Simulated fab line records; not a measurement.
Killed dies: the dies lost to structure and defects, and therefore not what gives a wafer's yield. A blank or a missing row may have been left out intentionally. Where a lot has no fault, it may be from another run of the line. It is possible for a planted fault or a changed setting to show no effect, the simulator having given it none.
fab line records -- flow nandHarc
[record] lots = 6, wafers = 18, lastDay = 24
route steps=1159 shown A_STAIRCASE@543 END@1159
lots that met no fault: from a run of the same line without faults
startH: the number of hours between the record's first day and the start of the first shown wafer of the lot -- waitH: hours elapsed since this lot's preceding step -- " unchanged from the row above -- L1.1+2: one row covering several wafers at once -- - either no value or no given start -- * or withheld: withheld -- < > ~ a bound
route shown NAME@n: a module of which the file shows steps, and the number in the route of the first -- usual: mean and standard deviation over wafers with no fault -- same: alike in all rows -- chamber/n: place in a boat -- sites: readings site by site -- _std_site: their standard deviation -- _edge_site: outer sites' mean less inner sites' -- radiusMm: how far each site lies from the wafer's centre -- mask NAME#n: copy n -- behind: the most recent tool/chamber to have shaped the wafer -- hold: why the lot was held/for how many hours/how that ended -- device: which transistor (n, p or np) failed to switch -- end of line: at the end of the route, the tests of the same wafers -- step lacking rows: just its recipe -- killed: count of dies lost to structure and defects at first sort (not the wafer's yield) -- map: a wafer's dies, x killed, . not, _ none there
set.NAME: the setting that was run; set.NAME@STEP: the one run at that earlier step -- model.NAME: the simulator's own value behind a step, which no gauge read
lots at some steps of the route; a table a step, a row a wafer
services: the hour from which a tool's chamber was out of use, counted from the record's first day as startH (under 0 if before that day), plus the number of hours and why
[[steps]]
[step NHARC_A_STAIRCASE_PEB_07]
[recipe] pebTempC = 115, pebTimeS = 130
[step NHARC_A_STAIRCASE_DEVELOP_08]
[recipe] timeS = 140
[step NHARC_A_STAIRCASE_HARDBAKE_10]
[recipe] tempC = 120, timeS = 140
[step NHARC_A_STAIRCASE_DESCUM_11]
[recipe] timeS = 3, o2FlowSccm = 200, arFlowSccm = 0, biasPowerW = 0, chemistry = O2
[usual] drypumpMotorCurrentA = 6.1/0.36, oesProductAu = 0.998/0.01, rfVppV = 57.8/0.87, showerheadPlenumPTorr = 1.93/0.082, throttleValvePct = 11.311/0.01
lot.wafer,tool,chamber,startH,waitH,drypumpMotorCurrentA,oesProductAu,rfHoursCounterH,rfVppV,showerheadPlenumPTorr,throttleValvePct
L719.2,rieDiel-06,2,232.03,-,6.5,1.002,61,57.2,1.96,11.317
L719.4,rieDiel-06,1,232.03,-,6.2,0.988,57,58.3,1.91,11.299
L719.5,rieDiel-06,2,232.03,-,6.4,1.010,-,56.5,1.96,11.305
L721.3,rieDiel-02,1,254.56,-,6.7,1.016,35,58.1,2.00,11.303
L721.1,rieDiel-02,2,254.56,-,6.3,0.990,39,57.5,1.96,11.311
L721.6,rieDiel-02,2,254.56,-,6.3,0.987,-,57.0,1.96,11.320
L732.4,rieDiel-06,2,324.58,-,6.5,1.001,22,57.6,1.95,11.288
L732.2,rieDiel-06,0,324.58,-,6.4,1.003,27,56.4,1.81,11.319
L732.5,rieDiel-06,1,324.58,-,6.2,1.006,-,56.8,1.90,11.316
L734.4,rieDiel-07,3,333.76,-,5.5,0.998,33,58.5,2.00,11.302
L734.2,rieDiel-07,2,333.76,-,6.0,1.003,33,58.7,2.04,11.292
L734.5,rieDiel-07,3,333.76,-,5.4,0.993,-,58.1,2.00,11.316
L735.2,rieDiel-06,2,338.69,-,6.4,0.984,28,57.5,1.94,11.297
L735.6,rieDiel-06,1,338.69,-,6.2,1.016,-,58.2,1.90,11.299
L735.5,rieDiel-06,2,338.69,-,6.4,0.983,-,57.1,1.94,11.304
L738.2,rieDiel-02,3,357.12,-,5.8,1.002,8,58.1,2.07,11.298
L738.4,rieDiel-02,1,357.12,-,6.7,1.013,-,59.0,1.99,11.312
L738.6,rieDiel-02,2,357.12,-,6.3,0.991,-,57.4,1.95,11.302
[step NHARC_A_STAIRCASE_TRIM_12]
[recipe] timeS = 211.2, o2FlowSccm = 500, arFlowSccm = 0, biasW = 0, chemistry = O2
[step NHARC_A_STAIRCASE_ETCH_13]
[recipe] targetDepthA = 1000, timeS = 40.5, ionEnergyEv = 400, c4f8FlowSccm = 20, o2FlowSccm = 10, arFlowSccm = withheld, rfW = 600, biasW = 1000, chemistry = C4F8/O2
[usual] oesProductAu = 0.939/0.015, rfFwdPowerW = 593.0/2.1, rfVppV = 896/5.4
lot.wafer,tool,chamber,startH,waitH,oesProductAu,rfFwdPowerW,rfHoursCounterH,rfVppV
L719.2,rieDiel-06,3,-,-,0.942,592.3,62,900
L719.4,rieDiel-06,1,-,-,0.961,591.9,57,896
L719.5,rieDiel-06,2,-,-,0.942,594.3,-,900
L721.1,rieDiel-02,3,-,-,0.941,592.8,39,887
L721.3,rieDiel-02,0,-,-,0.942,594.8,39,886
L721.6,rieDiel-02,2,-,-,0.934,590.1,-,900
L732.4,rieDiel-06,1,-,-,0.952,592.9,26,895
L732.2,rieDiel-06,2,-,-,0.932,593.9,22,899
L732.5,rieDiel-06,2,-,-,0.934,593.8,-,897
L734.2,rieDiel-07,1,-,-,0.945,594.2,29,895
L734.4,rieDiel-07,2,-,-,0.936,597.2,33,904
L734.5,rieDiel-07,3,-,-,0.924,590.6,-,903
L735.2,rieDiel-06,1,-,-,0.936,589.7,33,896
L735.5,rieDiel-06,0,-,-,0.944,592.9,-,889
L735.6,rieDiel-06,1,-,-,0.941,590.8,-,894
L738.2,rieDiel-02,2,-,-,0.921,591.3,8,898
L738.4,rieDiel-02,1,-,-,0.934,592.2,-,900
L738.6,rieDiel-02,2,-,-,0.929,591.8,-,898
[step NHARC_A_STAIRCASE_TRIM_14]
[recipe] timeS = 211.2, o2FlowSccm = 500, arFlowSccm = 0, biasW = 0, chemistry = O2
[usual] drypumpMotorCurrentA = 6.1/0.36, oesProductAu = 0.998/0.01, rfVppV = 57.9/0.95, showerheadPlenumPTorr = 3.55/0.14, throttleValvePct = 17.036/0.009
lot.wafer,tool,chamber,startH,waitH,drypumpMotorCurrentA,oesProductAu,rfHoursCounterH,rfVppV,showerheadPlenumPTorr,throttleValvePct
L719.2,rieDiel-06,1,-,-,6.3,0.995,57,57.1,3.52,17.059
L719.4,rieDiel-06,2,-,-,6.4,1.018,61,57.0,3.60,17.020
L719.5,rieDiel-06,1,-,-,6.3,1.003,-,58.5,3.52,17.029
L721.3,rieDiel-02,2,-,-,6.3,0.990,39,57.9,3.61,17.051
L721.1,rieDiel-02,3,-,-,5.8,0.995,39,58.3,3.28,17.043
L721.6,rieDiel-02,3,-,-,5.8,0.996,-,56.4,3.28,17.020
L732.4,rieDiel-06,0,-,-,6.3,1.017,27,56.9,3.36,17.026
L732.2,rieDiel-06,2,-,-,6.4,0.992,22,58.1,3.59,17.040
L732.5,rieDiel-06,1,-,-,6.3,1.001,-,57.3,3.50,17.042
L734.4,rieDiel-07,1,-,-,5.5,0.997,29,58.5,3.49,17.022
L734.2,rieDiel-07,2,-,-,6.0,1.000,33,58.0,3.75,17.033
L734.5,rieDiel-07,3,-,-,5.5,0.987,-,57.3,3.67,17.043
L735.2,rieDiel-06,1,-,-,6.2,1.003,33,58.4,3.50,17.035
L735.6,rieDiel-06,1,-,-,6.3,1.001,-,58.4,3.50,17.032
L735.5,rieDiel-06,2,-,-,6.5,0.986,-,58.5,3.58,17.029
L738.2,rieDiel-02,2,-,-,6.3,0.992,8,57.2,3.59,17.045
L738.6,rieDiel-02,1,-,-,6.7,1.016,-,58.7,3.66,17.051
L738.4,rieDiel-02,2,-,-,6.3,0.993,-,57.1,3.59,17.026
[step NHARC_A_STAIRCASE_ETCH_15]
[recipe] targetDepthA = 1000, timeS = 40.5, ionEnergyEv = 400, c4f8FlowSccm = 20, o2FlowSccm = 10, arFlowSccm = withheld, rfW = 600, biasW = 1000, chemistry = C4F8/O2
[step NHARC_A_STAIRCASE_TRIM_16]
[recipe] timeS = 211.2, o2FlowSccm = 500, arFlowSccm = 0, biasW = 0, chemistry = O2
[step NHARC_A_STAIRCASE_ETCH_17]
[recipe] targetDepthA = 1000, timeS = 40.5, ionEnergyEv = 400, c4f8FlowSccm = 20, o2FlowSccm = 10, arFlowSccm = withheld, rfW = 600, biasW = 1000, chemistry = C4F8/O2
[usual] oesProductAu = 0.940/0.011, rfFwdPowerW = 593.4/2.2, rfVppV = 896/5.3
lot.wafer,tool,chamber,startH,waitH,oesProductAu,rfFwdPowerW,rfHoursCounterH,rfVppV
L719.4,rieDiel-06,0,-,-,0.942,592.4,58,890
L719.2,rieDiel-06,1,-,-,0.929,592.4,58,896
L719.5,rieDiel-06,3,-,-,0.925,591.6,-,898
L721.3,rieDiel-02,3,-,-,0.935,592.5,40,887
L721.1,rieDiel-02,1,-,-,0.947,592.7,36,901
L721.6,rieDiel-02,0,-,-,0.931,594.8,-,888
L732.2,rieDiel-06,1,-,-,0.951,595.5,26,897
L732.4,rieDiel-06,3,-,-,0.917,593.2,27,899
L732.5,rieDiel-06,2,-,-,0.933,593.0,-,900
L734.4,rieDiel-07,3,-,-,0.924,591.5,34,900
L734.2,rieDiel-07,1,-,-,0.960,594.2,29,895
L734.5,rieDiel-07,2,-,-,0.939,594.8,-,904
L735.2,rieDiel-06,1,-,-,0.947,590.6,33,895
L735.6,rieDiel-06,2,-,-,0.924,594.6,-,898
L735.5,rieDiel-06,3,-,-,0.955,595.1,-,898
L738.2,rieDiel-02,2,-,-,0.938,590.9,8,898
L738.4,rieDiel-02,1,-,-,0.951,596.4,-,901
L738.6,rieDiel-02,2,-,-,0.937,593.3,-,899
[step NHARC_A_STAIRCASE_TRIM_18]
[recipe] timeS = 211.2, o2FlowSccm = 500, arFlowSccm = 0, biasW = 0, chemistry = O2
[usual] drypumpMotorCurrentA = 6.1/0.37, oesProductAu = 0.998/0.011, rfVppV = 57.7/0.96, showerheadPlenumPTorr = 3.54/0.15, throttleValvePct = 17.035/0.0088
lot.wafer,tool,chamber,startH,waitH,drypumpMotorCurrentA,oesProductAu,rfHoursCounterH,rfVppV,showerheadPlenumPTorr,throttleValvePct
L719.2,rieDiel-06,2,-,-,6.4,1.009,62,58.6,3.60,17.030
L719.4,rieDiel-06,3,-,-,5.8,0.992,62,59.0,3.61,17.031
L719.5,rieDiel-06,2,-,-,6.4,0.996,-,58.3,3.60,17.039
L721.3,rieDiel-02,0,-,-,5.7,0.978,40,56.6,3.27,17.022
L721.1,rieDiel-02,1,-,-,6.7,0.995,36,57.8,3.68,17.052
L721.6,rieDiel-02,1,-,-,6.7,0.998,-,58.5,3.68,17.022
L732.4,rieDiel-06,1,-,-,6.2,1.004,26,56.8,3.50,17.024
L732.2,rieDiel-06,3,-,-,5.7,0.995,27,57.1,3.59,17.036
L732.5,rieDiel-06,1,-,-,6.2,1.009,-,56.7,3.50,17.032
L734.2,rieDiel-07,2,-,-,6.0,0.999,33,57.1,3.75,17.041
L734.4,rieDiel-07,1,-,-,5.5,1.010,29,57.7,3.49,17.038
L734.5,rieDiel-07,3,-,-,5.5,0.987,-,57.7,3.67,17.024
L735.2,rieDiel-06,3,-,-,5.7,1.005,35,57.8,3.59,17.054
L735.5,rieDiel-06,0,-,-,6.4,1.011,-,57.4,3.35,17.028
L735.6,rieDiel-06,1,-,-,6.2,1.010,-,58.5,3.50,17.027
L738.2,rieDiel-02,2,-,-,6.3,1.003,8,60.3,3.59,17.027
L738.6,rieDiel-02,3,-,-,5.8,1.004,-,58.9,3.80,17.017
L738.4,rieDiel-02,1,-,-,6.7,1.023,-,58.5,3.66,17.050
[step NHARC_A_STAIRCASE_ETCH_19]
[recipe] targetDepthA = 1000, timeS = 40.5, ionEnergyEv = 400, c4f8FlowSccm = 20, o2FlowSccm = 10, arFlowSccm = withheld, rfW = 600, biasW = 1000, chemistry = C4F8/O2
[usual] oesProductAu = 0.944/0.012, rfFwdPowerW = 593.3/2.4, rfVppV = 896/5.4
lot.wafer,tool,chamber,startH,waitH,oesProductAu,rfFwdPowerW,rfHoursCounterH,rfVppV
L719.2,rieDiel-06,3,233.10,-,0.936,590.4,62,899
L719.4,rieDiel-06,1,233.10,-,0.933,592.9,58,896
L719.5,rieDiel-06,2,233.10,-,0.946,592.4,-,899
L721.3,rieDiel-02,0,256.05,-,0.922,597.1,40,886
L721.1,rieDiel-02,2,256.05,-,0.929,590.0,40,899
L721.6,rieDiel-02,0,256.05,-,0.926,598.9,-,887
L732.4,rieDiel-06,0,325.51,-,1.085,591.1,27,890
L732.2,rieDiel-06,2,325.51,-,0.952,592.8,22,899
L732.5,rieDiel-06,0,325.51,-,1.084,594.5,-,889
L734.4,rieDiel-07,1,334.75,-,0.957,591.6,29,896
L734.2,rieDiel-07,0,334.75,-,0.955,594.6,36,902
L734.5,rieDiel-07,1,334.75,-,0.959,590.2,-,895
L735.2,rieDiel-06,3,340.27,-,0.966,591.2,35,898
L735.5,rieDiel-06,2,340.27,-,1.073,596.4,-,898
L735.6,rieDiel-06,3,340.27,-,0.964,593.6,-,898
L738.2,rieDiel-02,3,358.29,-,0.947,595.3,9,906
L738.6,rieDiel-02,2,358.29,-,0.945,590.0,-,898
L738.4,rieDiel-02,3,358.29,-,0.943,594.1,-,905
[step NHARC_END_SORT_01]
[recipe] tempC = 25
[usual] killedAtArray = 26/9, killedAtOther = 0.8/1.2, killedAtPeriphery = 3.2/2.3, killedDies = 30/9.1, killedOpen = 3.5/2, killedShort = 1.8/1.4
[same] grossDies = 677
lot.wafer,tool,chamber,startH,waitH,killedAtArray,killedAtOther,killedAtPeriphery,killedDies,killedOpen,killedShort
L732.4,prober-01,0,524.34,3.4,192,0,2,194,2,1
L732.5,prober-01,0,525.13,3.7,217,1,2,220,5,1
L735.2,prober-01,0,543.56,2.8,35,2,0,37,3,2
L735.5,prober-01,0,545.97,3.7,309,2,3,314,2,0
// killed by level:class
L732.4 A_STAIRCASE:areaEtch=150 A_CHANNEL_HOLE_D1:chamberFilmFlake=22 A_SGD_CUT:chamberFilmFlake=6 A_CONTACT:chamberFilmFlake=5 A_STAIRCASE:chamberFilmFlake=3 A_BLC:geometricParticle:open=1 A_M0:geometricParticle:short=1 A_M0:geometricParticle:open=1
L732.5 A_STAIRCASE:areaEtch=188 A_CHANNEL_HOLE_D1:chamberFilmFlake=16 A_STAIRCASE:chamberFilmFlake=5 A_SGD_CUT:chamberFilmFlake=2 A_CONTACT:chamberFilmFlake=2 P_CONTACT:geometricParticle:open=1 P_M0:geometricParticle:open=1 A_SGD_CUT:geometricParticle:open=1
L735.2 A_CHANNEL_HOLE_D1:chamberFilmFlake=22 A_CONTACT:chamberFilmFlake=4 A_CONTACT:geometricParticle:open=3 A_STAIRCASE:chamberFilmFlake=3 THIN_TSV:chamberFilmFlake=2 A_ONON_D1:geometricParticle:short=1 A_SGD_CUT:geometricParticle:short=1 A_M0:chamberFilmFlake=1
L735.5 A_STAIRCASE:areaEtch=275 A_CHANNEL_HOLE_D1:chamberFilmFlake=20 A_CONTACT:chamberFilmFlake=6 A_STAIRCASE:chamberFilmFlake=5 P_STI:chamberFilmFlake=2 THIN_TSV:chamberFilmFlake=2 P_GATE:geometricParticle:open=1 A_CONTACT:geometricParticle:open=1
// map L732.5 (x killed, . not)
____________.____________
_________x......_________
_______.........x._______
______.....x.......______
_____..............._____
____.......x....x....____
____..........x.x....____
___...........x......x___
___...x....x..x.......___
__....x....xxxxx.xx....__
__......xxx.x..x...x...__
_........xx..xx.......x._
_........x..xx.x..xxxx.x_
_.....xx.x.xxx.xx.xxxx.x_
_......x..x.x.x..x.xxx.._
_...x.x...xxxxxx.xxxxx.x_
...x.....x.x.xx.xx..x..x.
...........xxxxx.xxx.x.x.
...........x..xxxx..x.x..
....x.xx.x..xx.x.xxx.xx..
.....x..xx.xxx.x.xxxxx.x.
_.........x..xx...xxx..._
_.....x..xxxx.x.xxxxx.xx_
_..x....xxxx.xx..xx..xx._
_.......x.xxxxx.x......._
_.....xx.xxx..xx.x.x...._
__...xxx..x.x.x...xxx..__
__....xx.xxxxx.x.xx.x..__
___......x.x.x.xxx..x.___
___...x..x.x.....xx..x___
____......x.xx....xxx____
____.................____
_____..x.xx..x....x._____
______.....x.......______
_______......xx..._______
_________...x..._________
____________.____________
// map L735.5 (x killed, . not)
____________.____________
_________......._________
_______....x......_______
______x....x.......______
_____.......x..x...._____
____...xx..x.........____
____.....x.xx..x.....____
___..xx...xx..x.......___
___..x....xx..xx..x...___
__.....xxxxxxxxxxxx....__
__..xxxxx.xxxx.xxxx.x..__
_..x..xxxxxxxxxxx.x...x._
_....x.xxxxxxxxxxx.x...._
_xx.x.xxxxx.xxxx.x......_
_...xx.xxxxxxxxxx.xxx..._
_x...xxxx.x.xxxxxxx.x.x._
.xx.x.x.xxxxx.xx.xxx.xx..
..x.xxxxxxxxxx.xxxxx.....
.....xxxxxxxxxxxxxx.xx...
....x..xxxxxxxxxxx.xxx...
...x.x..xxxxxxxxxxx.x.xxx
_..xxxxxxxxxxxxxxx..x..._
_.....xxxxxxxxxxxxxx...._
_.x..xxxxx.x.xxxxx.xx..._
_.....xxxxxx.xxxx..x...._
_......xxxxxxx.x....x..._
__..xxxxx.xxxxxxxxx....__
__....x.xxxxxxxxx...x..__
___x.xx..xxxxx..x.x...___
___.......x..x.xxx....___
____......xxx........____
____.....x.xx.....x..____
_____........xx....._____
______......x......______
_______.....x....._______
_________......._________
____________.____________
[[services]]
tool,chamber,startH,hours,kind
rieDiel-07,1,209.74,2.7,repair
rieDiel-06,0,220.33,-,clean
rieDiel-06,1,220.33,-,clean
rieDiel-06,2,220.33,-,clean
rieDiel-06,3,220.33,-,clean
rieDiel-07,-,228.23,9.0,pm
rieDiel-06,-,241.20,9.0,pm
rieDiel-06,0,241.20,9.0,ventCycle
rieDiel-06,1,241.20,9.0,ventCycle
rieDiel-06,2,241.20,9.0,ventCycle
rieDiel-06,3,241.20,9.0,ventCycle
rieDiel-06,0,250.20,-,clean
rieDiel-06,1,250.20,-,clean
rieDiel-06,2,250.20,-,clean
rieDiel-06,3,250.20,-,clean
rieDiel-06,0,274.70,-,clean
rieDiel-06,1,274.70,-,clean
rieDiel-06,2,274.70,-,clean
rieDiel-06,3,274.70,-,clean
rieDiel-07,1,287.55,13.4,repair
rieDiel-06,2,289.33,6.8,repair
rieDiel-06,0,299.23,-,clean
rieDiel-02,0,318.79,4.1,repair
rieDiel-02,-,327.76,9.0,pm
[[key]]
[firstSign] step = NHARC_A_STAIRCASE_ETCH_19, reading = oesProductAu, direction = up, sigmas = 12, usual = 0.944, struck = 1.081
[effect] step = NHARC_END_SORT_01, reading = killedAtArray, direction = up, sigmas = 24, usual = 26, struck = 239
[moreKillsBornAt] NHARC_A_STAIRCASE_ETCH_19@rieDiel-06 = 613
metAt NHARC_A_STAIRCASE_ETCH_19
struckWafers L732.4,L732.5,L735.5
testerLeftOut L732,L735
onsetBetween 233.10 325.51
[fault] kind = processParameterDrift, tool = rieDiel-06, chamber = -, onsetH = 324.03, steps = NHARC_A_STAIRCASE_ETCH_19, channel = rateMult, offset = 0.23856, shape = step, endH = 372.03, scope = struckWafersOnly
// testerLeftOut: of these lots the tester's yield and bins aren't shown, on N5 and GAA mostly nor the transistor test; their killed dies are dies lost to structure and defects alone, not to doping, threshold or leakage, so they don't give the yield
